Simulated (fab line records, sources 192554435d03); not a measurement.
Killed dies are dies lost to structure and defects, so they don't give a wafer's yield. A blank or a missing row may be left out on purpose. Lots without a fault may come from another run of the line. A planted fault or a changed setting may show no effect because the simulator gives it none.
Which tool did it? | flow n5_finfet | 11 lots, 33 wafers sampled, at 3 steps of a route of 1938

WHAT THE GAUGES READ, wafer by wafer
N5_PASSIVATION_CD_MEAS_44: target cd 40000 nm.
lot  | measured     | on        | cd_nm (nm)
L319 | day 12 16:18 | cd_sem-01 | 40001 40001 40003
L320 | day 12 16:36 | cd_sem-01 | 40004 40000 40004
L323 | day 13 19:56 | cd_sem-02 | 40005 40001 40001
L324 | day 13 20:35 | cd_sem-02 | 40002 40002 39998
L325 | day 13 22:47 | cd_sem-02 | 40000 40001 40003
L327 | day 14 16:02 | cd_sem-02 | 39998 40002 39997
L332 | day 15 15:17 | cd_sem-01 | 39998 39995 39995
L334 | day 15 22:56 | cd_sem-03 | 40005 40004 40003
L333 | day 15 22:26 | cd_sem-03 | 39999 40004 40000
L337 | day 16 20:24 | cd_sem-03 | 39995 39999 39998
L340 | day 17 13:39 | cd_sem-03 | 40001 40002 40004

WHICH TOOL RAN EACH LOT (tool, then ch and the chambers of the sampled wafers, then the start)
lot  | N5_BEOL_M5_ETCH_75                 | N5_PASSIVATION_DESCUM_12
L319 | rie_diel-04 ch 0,2,3, day 8 15:00  | rie_diel-05 ch 0,1,2, day 12 13:01
L320 | rie_diel-04 ch 1,2,3, day 9 00:42  | rie_diel-03 ch 1,2, day 12 13:03
L323 | rie_diel-05 ch 2,3, day 9 22:34    | rie_diel-03 ch 1,2,3, day 13 16:28
L324 | rie_diel-04 ch 0,1,3, day 10 02:07 | rie_diel-05 ch 0,1,3, day 13 16:50
L325 | rie_diel-04 ch 0,1,3, day 10 06:13 | rie_diel-03 ch 0,1,2, day 13 18:41
L327 | rie_diel-04 ch 0,1,2, day 11 01:11 | rie_diel-05 ch 0,1,3, day 14 11:23
L332 | rie_diel-04 ch 0,2,3, day 12 01:42 | rie_diel-03 ch 1,2,3, day 15 12:12
L334 | rie_diel-04 ch 1,2,3, day 12 03:27 | rie_diel-05 ch 0,2,3, day 15 19:36
L333 | rie_diel-04 ch 0,1,3, day 12 04:08 | rie_diel-04 ch 1,2,3, day 15 18:53
L337 | rie_diel-05 ch 1,2, day 13 04:11   | rie_diel-04 ch 0,1, day 16 16:24
L340 | rie_diel-03 ch 0,1,2, day 13 19:37 | rie_diel-05 ch 0,1,3, day 17 10:06
- N5_BEOL_M5_ETCH_75: etches underlayer in N2/H2, target depth 6.5 nm, time 5.2 s.
- N5_PASSIVATION_DESCUM_12: chemistry O2, time 7.9 s.

THE ANSWER, worked out from the rows above alone
Rule: what is usual is taken from the lots themselves. Put in order of their means at a reading, lots are off if they are a third of the lots or fewer, leave a main group of 4 or more, and stand apart from it by a gap of 3 or more times the standard deviation of the main group's means; of several such gaps the widest counts. A main group whose means are all the same, to the digits that the tables above print for the reading, isn't used. A lot without any number at a reading at which 4 lots or more have one is off too. The other lots that the step has rows for count as sound.
No lot is off at any reading shown: from this, nothing can be told.

WHAT THE SIMULATOR HAD PUT IN
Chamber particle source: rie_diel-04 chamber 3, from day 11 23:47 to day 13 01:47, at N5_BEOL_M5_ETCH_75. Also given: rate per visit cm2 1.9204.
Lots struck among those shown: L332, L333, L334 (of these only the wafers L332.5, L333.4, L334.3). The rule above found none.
